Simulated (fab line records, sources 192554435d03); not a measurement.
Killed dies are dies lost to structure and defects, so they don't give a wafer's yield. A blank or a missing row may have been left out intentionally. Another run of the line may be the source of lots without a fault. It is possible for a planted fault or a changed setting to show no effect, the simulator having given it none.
Split-lot trial :: flow n5_finfet :: on a route of 1938 steps: 7 lots, 39 wafers read

## SPLIT DETAILS
At N5_FIN_SAQP_ALD_61 (deposits SiO2, target thk 4 nm, pulse time 1 s, purge time 2 s), the setting ald_cycles was moved away from the recipe's 43 on 9 of the 39 wafers read, by +7.0% to +11.6%. For the rest of the wafers, this setting stayed at what the recipe calls for.

Reading taken at the split's own step.

## THE READING
SiO2_of_FIN_SAQP_ALD_61.thk_nm (the simulator's own value, which no gauge read), in nm, at N5_FIN_SAQP_ALD_61 (deposits SiO2, target thk 4 nm, pulse time 1 s, purge time 2 s). There is no usual value for it anywhere in the file. Average 4.004 nm, standard deviation 0.015 nm, over the 30 wafers here run with the recipe.

wafer: L074.1
tool, chamber at the split: ald_sin-03, 3
ald_cycles as run: 43
against the recipe: recipe
SiO2_of_FIN_SAQP_ALD_61.thk_nm, nm: 4.015
against lot-mates on the recipe: -

wafer: L074.2
tool, chamber at the split: ald_sin-03, 0
ald_cycles as run: 43
against the recipe: recipe
SiO2_of_FIN_SAQP_ALD_61.thk_nm, nm: 3.994
against lot-mates on the recipe: -

wafer: L074.3
tool, chamber at the split: ald_sin-03, 1
ald_cycles as run: 43
against the recipe: recipe
SiO2_of_FIN_SAQP_ALD_61.thk_nm, nm: 3.988
against lot-mates on the recipe: -

wafer: L074.4
tool, chamber at the split: ald_sin-03, 2
ald_cycles as run: 43
against the recipe: recipe
SiO2_of_FIN_SAQP_ALD_61.thk_nm, nm: 4.012
against lot-mates on the recipe: -

wafer: L074.5
tool, chamber at the split: ald_sin-03, 1
ald_cycles as run: 43
against the recipe: recipe
SiO2_of_FIN_SAQP_ALD_61.thk_nm, nm: 4.022
against lot-mates on the recipe: -

wafer: L074.6
tool, chamber at the split: ald_sin-03, 0
ald_cycles as run: 43
against the recipe: recipe
SiO2_of_FIN_SAQP_ALD_61.thk_nm, nm: 3.992
against lot-mates on the recipe: -

wafer: L075.1
tool, chamber at the split: ald_sin-01, 0
ald_cycles as run: 43
against the recipe: recipe
SiO2_of_FIN_SAQP_ALD_61.thk_nm, nm: 4.007
against lot-mates on the recipe: -

wafer: L075.3
tool, chamber at the split: ald_sin-01, 2
ald_cycles as run: 43
against the recipe: recipe
SiO2_of_FIN_SAQP_ALD_61.thk_nm, nm: 4.014
against lot-mates on the recipe: -

wafer: L075.5
tool, chamber at the split: ald_sin-01, 1
ald_cycles as run: 43
against the recipe: recipe
SiO2_of_FIN_SAQP_ALD_61.thk_nm, nm: 3.982
against lot-mates on the recipe: -

wafer: L076.1
tool, chamber at the split: ald_sin-01, 3
ald_cycles as run: 43
against the recipe: recipe
SiO2_of_FIN_SAQP_ALD_61.thk_nm, nm: 4.032
against lot-mates on the recipe: -

wafer: L076.2
tool, chamber at the split: ald_sin-01, 2
ald_cycles as run: 43
against the recipe: recipe
SiO2_of_FIN_SAQP_ALD_61.thk_nm, nm: 4.007
against lot-mates on the recipe: -

wafer: L076.3
tool, chamber at the split: ald_sin-01, 0
ald_cycles as run: 46
against the recipe: +7.0%
SiO2_of_FIN_SAQP_ALD_61.thk_nm, nm: 4.271
against lot-mates on the recipe: +0.264

wafer: L076.4
tool, chamber at the split: ald_sin-01, 1
ald_cycles as run: 46
against the recipe: +7.0%
SiO2_of_FIN_SAQP_ALD_61.thk_nm, nm: 4.273
against lot-mates on the recipe: +0.266

wafer: L076.5
tool, chamber at the split: ald_sin-01, 1
ald_cycles as run: 43
against the recipe: recipe
SiO2_of_FIN_SAQP_ALD_61.thk_nm, nm: 3.983
against lot-mates on the recipe: -

wafer: L076.6
tool, chamber at the split: ald_sin-01, 2
ald_cycles as run: 46
against the recipe: +7.0%
SiO2_of_FIN_SAQP_ALD_61.thk_nm, nm: 4.282
against lot-mates on the recipe: +0.275

wafer: L083.1
tool, chamber at the split: ald_sin-01, 1
ald_cycles as run: 48
against the recipe: +11.6%
SiO2_of_FIN_SAQP_ALD_61.thk_nm, nm: 4.477
against lot-mates on the recipe: +0.463

wafer: L083.2
tool, chamber at the split: ald_sin-01, 2
ald_cycles as run: 43
against the recipe: recipe
SiO2_of_FIN_SAQP_ALD_61.thk_nm, nm: 4.013
against lot-mates on the recipe: -

wafer: L083.3
tool, chamber at the split: ald_sin-01, 3
ald_cycles as run: 43
against the recipe: recipe
SiO2_of_FIN_SAQP_ALD_61.thk_nm, nm: 4.027
against lot-mates on the recipe: -

wafer: L083.4
tool, chamber at the split: ald_sin-01, 0
ald_cycles as run: 43
against the recipe: recipe
SiO2_of_FIN_SAQP_ALD_61.thk_nm, nm: 4.003
against lot-mates on the recipe: -

wafer: L083.5
tool, chamber at the split: ald_sin-01, 2
ald_cycles as run: 48
against the recipe: +11.6%
SiO2_of_FIN_SAQP_ALD_61.thk_nm, nm: 4.47
against lot-mates on the recipe: +0.456

wafer: L083.6
tool, chamber at the split: ald_sin-01, 3
ald_cycles as run: 48
against the recipe: +11.6%
SiO2_of_FIN_SAQP_ALD_61.thk_nm, nm: 4.475
against lot-mates on the recipe: +0.461

wafer: L085.1
tool, chamber at the split: ald_sin-04, 0
ald_cycles as run: 43
against the recipe: recipe
SiO2_of_FIN_SAQP_ALD_61.thk_nm, nm: 4.006
against lot-mates on the recipe: -

wafer: L085.2
tool, chamber at the split: ald_sin-04, 1
ald_cycles as run: 48
against the recipe: +11.6%
SiO2_of_FIN_SAQP_ALD_61.thk_nm, nm: 4.494
against lot-mates on the recipe: +0.487

wafer: L085.3
tool, chamber at the split: ald_sin-04, 2
ald_cycles as run: 48
against the recipe: +11.6%
SiO2_of_FIN_SAQP_ALD_61.thk_nm, nm: 4.475
against lot-mates on the recipe: +0.468

wafer: L085.4
tool, chamber at the split: ald_sin-04, 3
ald_cycles as run: 43
against the recipe: recipe
SiO2_of_FIN_SAQP_ALD_61.thk_nm, nm: 3.983
against lot-mates on the recipe: -

wafer: L085.5
tool, chamber at the split: ald_sin-04, 2
ald_cycles as run: 43
against the recipe: recipe
SiO2_of_FIN_SAQP_ALD_61.thk_nm, nm: 4.033
against lot-mates on the recipe: -

wafer: L085.6
tool, chamber at the split: ald_sin-04, 1
ald_cycles as run: 48
against the recipe: +11.6%
SiO2_of_FIN_SAQP_ALD_61.thk_nm, nm: 4.486
against lot-mates on the recipe: +0.479

wafer: L086.1
tool, chamber at the split: ald_sin-01, 2
ald_cycles as run: 43
against the recipe: recipe
SiO2_of_FIN_SAQP_ALD_61.thk_nm, nm: 4.008
against lot-mates on the recipe: -

wafer: L086.2
tool, chamber at the split: ald_sin-01, 0
ald_cycles as run: 43
against the recipe: recipe
SiO2_of_FIN_SAQP_ALD_61.thk_nm, nm: 4.005
against lot-mates on the recipe: -

wafer: L086.3
tool, chamber at the split: ald_sin-01, 1
ald_cycles as run: 43
against the recipe: recipe
SiO2_of_FIN_SAQP_ALD_61.thk_nm, nm: 3.987
against lot-mates on the recipe: -

wafer: L086.4
tool, chamber at the split: ald_sin-01, 3
ald_cycles as run: 43
against the recipe: recipe
SiO2_of_FIN_SAQP_ALD_61.thk_nm, nm: 4.016
against lot-mates on the recipe: -

wafer: L086.5
tool, chamber at the split: ald_sin-01, 0
ald_cycles as run: 43
against the recipe: recipe
SiO2_of_FIN_SAQP_ALD_61.thk_nm, nm: 3.986
against lot-mates on the recipe: -

wafer: L086.6
tool, chamber at the split: ald_sin-01, 1
ald_cycles as run: 43
against the recipe: recipe
SiO2_of_FIN_SAQP_ALD_61.thk_nm, nm: 3.994
against lot-mates on the recipe: -

wafer: L097.1
tool, chamber at the split: ald_sin-03, 3
ald_cycles as run: 43
against the recipe: recipe
SiO2_of_FIN_SAQP_ALD_61.thk_nm, nm: 3.995
against lot-mates on the recipe: -

wafer: L097.2
tool, chamber at the split: ald_sin-03, 2
ald_cycles as run: 43
against the recipe: recipe
SiO2_of_FIN_SAQP_ALD_61.thk_nm, nm: 4.014
against lot-mates on the recipe: -

wafer: L097.3
tool, chamber at the split: ald_sin-03, 1
ald_cycles as run: 43
against the recipe: recipe
SiO2_of_FIN_SAQP_ALD_61.thk_nm, nm: 3.998
against lot-mates on the recipe: -

wafer: L097.4
tool, chamber at the split: ald_sin-03, 1
ald_cycles as run: 43
against the recipe: recipe
SiO2_of_FIN_SAQP_ALD_61.thk_nm, nm: 3.99
against lot-mates on the recipe: -

wafer: L097.5
tool, chamber at the split: ald_sin-03, 3
ald_cycles as run: 43
against the recipe: recipe
SiO2_of_FIN_SAQP_ALD_61.thk_nm, nm: 4.005
against lot-mates on the recipe: -

wafer: L097.6
tool, chamber at the split: ald_sin-03, 2
ald_cycles as run: 43
against the recipe: recipe
SiO2_of_FIN_SAQP_ALD_61.thk_nm, nm: 4.022
against lot-mates on the recipe: -

FIT RESULTS
A straight line over all 39 wafers: SiO2_of_FIN_SAQP_ALD_61.thk_nm changes by +0.0406 nm for each +1% of ald_cycles; r = +1.00; the points scatter about the line by 0.014 nm.
The same after taking each lot's own level away (the mean of its wafers on the recipe; 39 wafers): +0.0401 nm for each +1%; r = +1.00; scatter 0.014 nm.
That fit puts the effect of the largest move of ald_cycles on the reading at 0.47 nm.
From 3.9993 to 4.0143 nm: that is the span of the lots' own levels, equal to 1.0 times the standard deviation above.
The two slopes are in agreement: the lot-to-lot level therefore moves the slope only a little.
Check: +0.466 nm against its lot-mates is what the line predicts for one of the wafers moved furthest among these (+11.6%) when that wafer is left out of the fit. Against them it came out at +0.463 nm.

## FILE'S OWN FIT
SiO2_of_FIN_SAQP_ALD_61.thk_nm changes by +0.04 nm for each +1% of ald_cycles, r = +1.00.
